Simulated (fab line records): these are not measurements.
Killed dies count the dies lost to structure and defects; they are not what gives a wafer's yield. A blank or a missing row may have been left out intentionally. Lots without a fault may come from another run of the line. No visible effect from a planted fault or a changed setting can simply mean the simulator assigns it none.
fab line records	flow nand_harc
record lots=14	wafers=40	last_day=24
route steps=1159 shown P_BONDPAD@380 A_ONON_D1@427 END@1159
lots untouched by any fault: they come from a run of this same line in which no faults occurred
start_h: hours from the record's opening day to when the first of the lot's shown wafers began	wait_h: hours since the lot's step before	" unchanged from the row above	L1.1+2: several wafers, shown together as one row	- either no value or no given start	* or withheld: withheld	< > ~ a bound
route shown NAME@n: names a module that has steps shown in the file, with the first one's number in the route	usual: mean/standard deviation taken from wafers without a fault	same: alike in all rows	chamber/n: place in a boat	sites: each site's reading	_std_site: standard deviation across them	_edge_site: the outer-site mean with the inner-site mean subtracted	radius_mm: how far each site lies from the wafer's centre	mask NAME#n: copy n	behind: tool/chamber where the wafer was last shaped	hold: the reason the lot was held/the length of the hold in hours/how it ended	device: whichever transistor did not switch (one of n, p or np)	end of line: tests run on the same wafers once the route is complete	step lacking rows: just its recipe	killed: the dies lost at the first sort to structure and to defects; this is not the yield of the wafer	map: dies across one wafer; x = killed, . = not, _ = none there
set.NAME: the setting as run; set.NAME@STEP: as run at that earlier step	model.NAME: the simulator's own value behind a step, which no gauge read
steps of the route over a sample of lots; a table a step, a row a wafer
services: from which hour (start_h, from the record's first day; less than 0 if before it) a tool's chamber was out of use, for how many hours, and why
## steps
# step NHARC_P_BONDPAD_CMP_19
# recipe t_overpolish_s=30	cu_recess_touch_s=16	target_thk_nm=160.81
# usual motor_current_A=12.1/1.1	overpolish_run_s=30.000/0.0083	slurry_flow_ml_min=150.1/0.49
lot.wafer	tool	chamber	start_h	wait_h	motor_current_A	overpolish_run_s	slurry_flow_ml_min
L131.1	cmp-03	1	152.34	-	13.1	30.007	150.0
L131.6	"	2	"	"	12.4	29.988	149.7
L131.5	"	3	"	"	11.5	29.996	149.8
L129.4	cmp-04	0	152.94	-	13.2	29.998	150.5
L129.2	"	1	"	"	10.6	30.001	150.0
L129.3	"	2	"	"	12.2	30.003	150.1
L130.3	cmp-02	3	154.07	-	14.5	30.007	150.6
L130.4	"	0	"	"	12.3	29.994	150.1
L130.6	"	3	"	"	13.7	29.990	150.7
L133.1	cmp-04	0	159.09	-	13.5	29.989	149.1
L133.4	"	2	"	"	12.0	29.999	150.4
L133.2	"	3	"	"	11.6	29.993	149.5
L134.1	cmp-03	3	163.01	-	10.8	30.004	150.4
L134.2	"	0	"	"	11.5	30.000	150.5
L134.6	"	2	"	"	12.7	29.995	150.3
L138.1	cmp-03	2	201.25	-	12.5	29.993	149.9
L138.6	"	3	"	"	11.2	29.998	149.5
L141.1	cmp-04	2	211.42	-	11.7	30.009	150.8
L141.6	"	3	"	"	11.5	29.999	149.6
L142.4	cmp-03	3	222.70	-	11.1	29.999	150.9
L142.1	"	1	"	"	13.8	30.003	150.0
L142.3	"	2	"	"	12.3	29.993	149.9
L144.1	cmp-04	1	227.74	-	11.0	29.997	149.9
L144.5	"	0	"	"	13.3	30.000	150.7
L144.6	"	1	"	"	11.3	29.986	149.6
L145.4	cmp-04	3	229.82	-	11.7	29.991	149.5
L145.5	"	3	"	"	11.8	29.996	149.9
L145.6	"	0	"	"	13.7	30.000	149.4
L146.1	cmp-02	2	240.04	-	9.6	30.006	149.4
L146.3	"	0	"	"	11.3	30.006	150.2
L146.4	"	1	"	"	12.9	30.022	150.5
L147.4	cmp-04	0	240.89	-	13.1	29.998	149.6
L147.6	"	3	"	"	12.7	30.011	149.3
L147.5	"	0	"	"	12.8	30.000	150.1
L151.4	cmp-03	0	266.95	-	11.9	30.006	150.8
L151.3	"	1	"	"	12.9	29.997	149.9
L151.6	"	3	"	"	10.8	30.000	150.5
L152.1	cmp-03	2	273.63	-	12.5	29.996	149.9
L152.2	"	3	"	"	10.6	30.007	150.0
L152.4	"	0	"	"	11.7	30.015	150.2
# step NHARC_A_ONON_D1_THK_MEAS_05
# recipe thk_meas_gauge=ellipsometry
# usual thk_nm=1000/12
lot.wafer	tool	chamber	start_h	wait_h	thk_nm
L130.3	film_metro-01	-	178.15	-	1003
L130.4	"	-	"	"	1002
L130.6	"	-	"	"	1003
L131.1	film_metro-02	-	178.15	-	1006
L131.5	"	-	"	"	1005
L131.6	"	-	"	"	1005
L129.2	film_metro-02	-	178.51	-	1003
L129.3	"	-	"	"	1004
L129.4	"	-	"	"	1005
L133.1	film_metro-02	-	183.88	-	999
L133.2	"	-	"	"	998
L133.4	"	-	"	"	1000
L134.1	film_metro-02	-	187.86	-	994
L134.2	"	-	"	"	993
L134.6	"	-	"	"	994
L138.1	film_metro-02	-	226.42	-	992
L138.6	"	-	"	"	991
L141.1	film_metro-02	-	234.21	-	1013
L141.6	"	-	"	"	1016
L144.1	film_metro-01	-	251.08	-	1003
L144.5	"	-	"	"	1004
L144.6	"	-	"	"	1004
L142.1	film_metro-02	-	251.11	-	976
L142.3	"	-	"	"	976
L142.4	"	-	"	"	976
L145.4	film_metro-01	-	258.38	-	998
L145.5	"	-	"	"	998
L145.6	"	-	"	"	997
L146.1	film_metro-01	-	267.90	-	1019
L146.3	"	-	"	"	1021
L146.4	"	-	"	"	1018
L147.4	film_metro-01	-	267.91	-	972
L147.5	"	-	"	"	973
L147.6	"	-	"	"	972
L151.3	film_metro-01	-	292.63	-	1015
L151.4	"	-	"	"	1017
L151.6	"	-	"	"	1015
L152.1	film_metro-01	-	298.43	-	1004
L152.2	"	-	"	"	1003
L152.4	"	-	"	"	1003
# step NHARC_A_ONON_D1_THK_MEAS_14
# recipe thk_meas_gauge=ellipsometry
# usual thk_nm=1001/8.4
lot.wafer	tool	chamber	start_h	wait_h	thk_nm
L130.3	film_metro-02	-	179.84	-	1011
L130.4	"	-	"	"	1012
L130.6	"	-	"	"	1012
L131.1	film_metro-01	-	179.86	-	1006
L131.5	"	-	"	"	1004
L131.6	"	-	"	"	1006
L129.2	film_metro-02	-	180.20	-	1011
L129.3	"	-	"	"	1010
L129.4	"	-	"	"	1010
L133.1	film_metro-02	-	185.58	-	988
L133.2	"	-	"	"	987
L133.4	"	-	"	"	988
L134.1	film_metro-02	-	189.62	-	1003
L134.2	"	-	"	"	1005
L134.6	"	-	"	"	1005
L138.1	film_metro-01	-	228.12	-	987
L138.6	"	-	"	"	987
L141.1	film_metro-02	-	235.95	-	993
L141.6	"	-	"	"	991
L144.1	film_metro-01	-	252.78	-	997
L144.5	"	-	"	"	997
L144.6	"	-	"	"	998
L142.1	film_metro-02	-	252.81	-	1004
L142.3	"	-	"	"	1002
L142.4	"	-	"	"	1001
L145.4	film_metro-02	-	260.08	-	994
L145.5	"	-	"	"	993
L145.6	"	-	"	"	994
L147.4	film_metro-02	-	269.61	-	1002
L147.5	"	-	"	"	1001
L147.6	"	-	"	"	1002
L146.1	film_metro-01	-	269.63	-	1000
L146.3	"	-	"	"	1000
L146.4	"	-	"	"	1000
L151.3	film_metro-01	-	294.34	-	1000
L151.4	"	-	"	"	1000
L151.6	"	-	"	"	1002
L152.1	film_metro-02	-	300.13	-	1005
L152.2	"	-	"	"	1007
L152.4	"	-	"	"	1006
# step NHARC_A_ONON_D1_DEP_16
# recipe target_thk_a=10000	n2_flow_sccm=2750	n2o_flow_sccm=2000	nh3_flow_sccm=500	sih4_flow_sccm=210	temp_c=400
# usual sih4_flow_sccm=209.9/0.59
lot.wafer	tool	chamber	start_h	wait_h	sih4_flow_sccm
L131.1	pecvd_onon-02	0	186.43	0.1	209.2
L131.5	"	0	"	"	209.4
L131.6	"	0	"	"	209.1
L129.2	pecvd_onon-03	0	186.50	0.1	209.5
L129.3	"	0	"	"	210.7
L129.4	"	0	"	"	210.3
L130.3	pecvd_onon-02	0	186.90	0.5	209.3
L130.4	"	0	"	"	209.0
L130.6	"	0	"	"	209.8
L133.1	pecvd_onon-03	0	193.09	0.1	210.1
L133.2	"	0	"	"	210.1
L133.4	"	0	"	"	211.5
L134.1	pecvd_onon-03	0	196.17	0.1	209.8
L134.2	"	0	"	"	209.9
L134.6	"	0	"	"	209.7
L138.1	pecvd_onon-03	0	234.74	0.1	211.0
L138.6	"	0	"	"	209.7
L141.1	pecvd_onon-03	0	242.48	0.1	209.5
L141.6	"	0	"	"	210.2
L142.1	pecvd_onon-03	0	260.29	0.1	211.0
L142.3	"	0	"	"	209.5
L142.4	"	0	"	"	210.0
L144.1	pecvd_onon-01	0	260.29	0.1	211.1
L144.5	"	0	"	"	211.0
L144.6	"	0	"	"	210.4
L145.4	pecvd_onon-01	0	270.57	0.2	209.8
L145.5	"	0	"	"	210.2
L145.6	"	0	"	"	210.5
L146.1	pecvd_onon-02	0	278.27	0.1	209.1
L146.3	"	0	"	"	208.6
L146.4	"	0	"	"	209.6
L147.4	pecvd_onon-01	0	278.45	0.2	210.2
L147.5	"	0	"	"	209.0
L147.6	"	0	"	"	208.6
L151.3	pecvd_onon-01	0	301.21	0.2	209.8
L151.4	"	0	"	"	210.5
L151.6	"	0	"	"	209.5
L152.1	pecvd_onon-02	0	306.75	0.1	210.3
L152.2	"	0	"	"	209.9
L152.4	"	0	"	"	210.6
# step NHARC_A_ONON_D1_THK_MEAS_18
# recipe thk_meas_gauge=ellipsometry
# usual thk_nm=1002/10
lot.wafer	tool	chamber	start_h	wait_h	thk_nm
L131.1	film_metro-01	-	186.94	-	999
L131.5	"	-	"	"	999
L131.6	"	-	"	"	1001
L129.2	film_metro-01	-	186.95	-	998
L129.3	"	-	"	"	996
L129.4	"	-	"	"	997
L130.3	film_metro-02	-	187.30	-	1004
L130.4	"	-	"	"	1003
L130.6	"	-	"	"	1004
L133.1	film_metro-01	-	193.62	-	986
L133.2	"	-	"	"	985
L133.4	"	-	"	"	985
L134.1	film_metro-01	-	196.68	-	1022
L134.2	"	-	"	"	1021
L134.6	"	-	"	"	1023
L138.1	film_metro-02	-	235.26	-	991
L138.6	"	-	"	"	1542
L141.1	film_metro-02	-	242.98	-	1002
L141.6	"	-	"	"	1557
L142.1	film_metro-01	-	260.79	-	1031
L142.3	"	-	"	"	1585
L142.4	"	-	"	"	1031
L144.1	film_metro-02	-	260.80	-	1006
L144.5	"	-	"	"	1008
L144.6	"	-	"	"	1008
L145.4	film_metro-02	-	270.90	-	1002
L145.5	"	-	"	"	1000
L145.6	"	-	"	"	1001
L146.1	film_metro-02	-	278.78	-	1005
L146.3	"	-	"	"	1006
L146.4	"	-	"	"	1006
L147.4	film_metro-01	-	278.79	-	1009
L147.5	"	-	"	"	1008
L147.6	"	-	"	"	1009
L151.3	film_metro-01	-	301.63	-	1001
L151.4	"	-	"	"	1000
L151.6	"	-	"	"	1001
L152.1	film_metro-02	-	307.26	-	1000
L152.2	"	-	"	"	1001
L152.4	"	-	"	"	1001
# step NHARC_END_SORT_01
# recipe temp_c=25
# usual killed_at_array=29/10	killed_at_other=0.7/1.1	killed_at_periphery=3.2/2.2	killed_dies=33/11	killed_open=3.5/1.8	killed_short=2.0/1.4
# same gross_dies=677
lot.wafer	tool	chamber	start_h	wait_h	killed_at_array	killed_at_other	killed_at_periphery	killed_dies	killed_open	killed_short
L141.1	prober-02	0	506.07	2.5	42	0	4	46	3	5
L141.6	prober-02	0	510.10	4.0	675	0	2	677	2	2
L138.1	prober-01	0	513.67	2.5	13	0	6	19	2	2
L138.6	prober-01	0	517.74	4.1	672	0	5	677	4	3
L142.1	prober-02	0	534.31	2.5	26	0	3	29	3	4
L142.3	prober-02	0	535.91	3.1	677	0	0	677	2	1
L142.4	prober-02	0	536.71	3.4	19	1	1	21	3	1
L145.4	prober-01	0	536.72	3.4	23	2	3	28	5	1
L145.5	prober-01	0	537.53	3.7	30	3	1	34	2	1
L145.6	prober-01	0	538.33	4.0	23	3	3	29	5	1
L144.1	prober-02	0	542.14	2.5	38	0	1	39	2	0
L144.5	prober-02	0	545.36	3.7	39	0	4	43	1	1
L144.6	prober-02	0	546.16	4.0	42	0	7	49	9	2
# killed by level:class
L141.1 A_CHANNEL_HOLE_D1:chamber_film_flake=15 A_SLIT:chamber_film_flake=13 A_CHANNEL_HOLE_D1:geometric_particle:short=3 P_M2:chamber_film_flake=3 A_STAIRCASE:chamber_film_flake=3 A_CONTACT:chamber_film_flake=3 A_ONON_D1:geometric_particle:open=2 A_ONON_D1:geometric_particle:short=1
L141.6 A_ONON_D1:area_dep=638 A_CHANNEL_HOLE_D1:chamber_film_flake=13 A_SLIT:chamber_film_flake=11 A_STAIRCASE:chamber_film_flake=7 A_M0:geometric_particle:open=2 A_CONTACT:chamber_film_flake=2 P_CONTACT:geometric_particle:short=1 A_CONTACT:geometric_particle:short=1
L138.1 P_GATE:chamber_film_flake=5 A_CONTACT:chamber_film_flake=3 A_CHANNEL_HOLE_D1:chamber_film_flake=2 A_WL_FILL:chamber_film_flake=2 A_SOURCE_PLATE:geometric_particle:short=1 A_ONON_D1:geometric_particle:open=1 A_CONTACT:geometric_particle:short=1 A_CONTACT:geometric_particle:open=1
L138.6 A_ONON_D1:area_dep=650 A_CONTACT:chamber_film_flake=5 A_CHANNEL_HOLE_D1:chamber_film_flake=4 A_WL_FILL:chamber_film_flake=3 A_CONTACT:geometric_particle:open=2 A_M0:geometric_particle:open=2 P_STI:chamber_film_flake=2 P_CONTACT:chamber_film_flake=2
L142.1 A_CHANNEL_HOLE_D1:chamber_film_flake=8 A_BONDPAD:chamber_film_flake=6 A_CONTACT:chamber_film_flake=5 A_ONON_D1:geometric_particle:short=2 P_GATE:geometric_particle:open=1 A_CHANNEL_FILL_D1:geometric_particle:short=1 A_SGD_CUT:geometric_particle:short=1 A_WL_FILL:geometric_particle:open=1
L142.3 A_ONON_D1:area_dep=659 A_BONDPAD:chamber_film_flake=8 A_CHANNEL_HOLE_D1:chamber_film_flake=4 A_CONTACT:chamber_film_flake=3 A_ONON_D1:geometric_particle:open=1 A_WL_FILL:geometric_particle:short=1 A_WL_FILL:geometric_particle:open=1
L142.4 A_CONTACT:chamber_film_flake=7 A_CHANNEL_HOLE_D1:chamber_film_flake=5 A_BONDPAD:chamber_film_flake=4 A_ONON_D1:geometric_particle:short=1 A_SGD_CUT:geometric_particle:open=1 A_M0:geometric_particle:open=1 P_STI:chamber_film_flake=1 STARTING-WAFER:geometric_particle:open=1
L145.4 A_CHANNEL_HOLE_D1:chamber_film_flake=15 A_SGD_CUT:chamber_film_flake=2 A_CONTACT:chamber_film_flake=2 THIN_TSV:chamber_film_flake=2 P_M0:geometric_particle:open=1 P_M1:geometric_particle:short=1 A_SOURCE_PLATE:geometric_particle:open=1 A_CHANNEL_FILL_D1:geometric_particle:open=1
L145.5 A_CHANNEL_HOLE_D1:chamber_film_flake=21 A_CONTACT:chamber_film_flake=3 THIN_TSV:chamber_film_flake=3 A_SGD_CUT:chamber_film_flake=2 P_CONTACT:geometric_particle:short=1 A_SOURCE_PLATE:geometric_particle:open=1 A_CONTACT:geometric_particle:open=1 A_ZERO_WELL:chamber_film_flake=1
L145.6 A_CHANNEL_HOLE_D1:chamber_film_flake=14 A_CONTACT:chamber_film_flake=3 P_CONTACT:geometric_particle:open=2 A_CONTACT:geometric_particle:open=2 A_ZERO_WELL:chamber_film_flake=2 THIN_TSV:chamber_film_flake=2 A_SOURCE_PLATE:geometric_particle:open=1 A_ONON_D1:geometric_particle:short=1
L144.1 A_CHANNEL_HOLE_D1:chamber_film_flake=20 A_SLIT:chamber_film_flake=14 A_CHANNEL_HOLE_D1:geometric_particle:open=1 A_WL_FILL:geometric_particle:open=1 P_STI:chamber_film_flake=1 A_CHANNEL_FILL_D1:chamber_film_flake=1 A_WL_FILL:chamber_film_flake=1
L144.5 A_CHANNEL_HOLE_D1:chamber_film_flake=20 A_SLIT:chamber_film_flake=16 P_STI:chamber_film_flake=2 P_STI:geometric_particle:short=1 A_WL_FILL:geometric_particle:open=1 P_ZERO_WELL:chamber_film_flake=1 A_CHANNEL_FILL_D1:chamber_film_flake=1 A_CONTACT:chamber_film_flake=1
L144.6 A_SLIT:chamber_film_flake=16 A_CHANNEL_HOLE_D1:chamber_film_flake=12 P_STI:chamber_film_flake=3 A_CHANNEL_FILL_D1:geometric_particle:open=2 A_CHANNEL_FILL_D1:chamber_film_flake=2 A_WL_FILL:chamber_film_flake=2 P_GATE:geometric_particle:open=1 P_CONTACT:geometric_particle:open=1
## services
tool	chamber	start_h	hours	kind
cmp-02	-	128.50	4.0	pm
cmp-02	-	132.50	-	consumable_replace:conditioner
pecvd_onon-03	-	153.00	13.0	pm
cmp-03	-	156.00	4.0	pm
cmp-03	-	160.00	-	consumable_replace:conditioner
cmp-03	-	160.00	-	consumable_replace:pad
cmp-04	-	189.33	1.9	repair
pecvd_onon-01	-	195.22	13.0	pm
cmp-03	-	196.78	2.9	repair
cmp-04	-	203.07	4.0	pm
cmp-04	-	207.07	-	consumable_replace:conditioner
cmp-04	-	207.07	-	consumable_replace:pad
pecvd_onon-03	-	212.82	20.0	repair
cmp-02	-	226.56	4.0	pm
cmp-03	-	254.00	4.0	pm
cmp-03	-	258.00	-	consumable_replace:conditioner
cmp-03	-	258.00	-	consumable_replace:pad
cmp-02	-	261.23	0.5	repair
cmp-02	-	270.04	0.8	repair
pecvd_onon-02	-	292.13	13.0	pm
cmp-03	-	297.92	1.0	repair
cmp-04	-	301.07	4.0	pm
cmp-04	-	305.07	-	consumable_replace:conditioner
cmp-04	-	305.07	-	consumable_replace:pad
## key
first_sign step=NHARC_A_ONON_D1_THK_MEAS_18	reading=thk_nm	direction=up	sigmas=55	usual=1002	struck=1561
effect step=NHARC_END_SORT_01	reading=killed_at_array	direction=up	sigmas=63	usual=29	struck=675
more_kills_born_at NHARC_A_ONON_D1_DEP_16@pecvd_onon-03=1947
met_at NHARC_A_ONON_D1_DEP_16
struck_lots L138,L141,L142
struck_wafers L138.6,L141.6,L142.3
later_rows_left_out L138.6,L141.6,L142.3
tester_left_out L138,L141,L142
not_acting_at NHARC_P_BONDPAD_CMP_19,NHARC_A_ONON_D1_THK_MEAS_05,NHARC_A_ONON_D1_THK_MEAS_14
onset_between 196.17 234.74
fault kind=process_parameter_drift	tool=pecvd_onon-03	chamber=-	onset_h=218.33	steps=NHARC_A_ONON_D1_DEP_16	channel=target_thk_a	offset=*	shape=step	end_h=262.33	scope=struck_wafers_only	acts_in=*	stated=*
# tester_left_out: of these lots the tester's yield and bins aren't shown, on N5 and GAA mostly nor the transistor test; their killed dies are dies lost to structure and defects alone, not to doping, threshold or leakage, so they don't give the yield
# later_rows_left_out: the simulator's readings of these wafers behind a module that went badly wrong aren't trusted and aren't shown, but for the sort
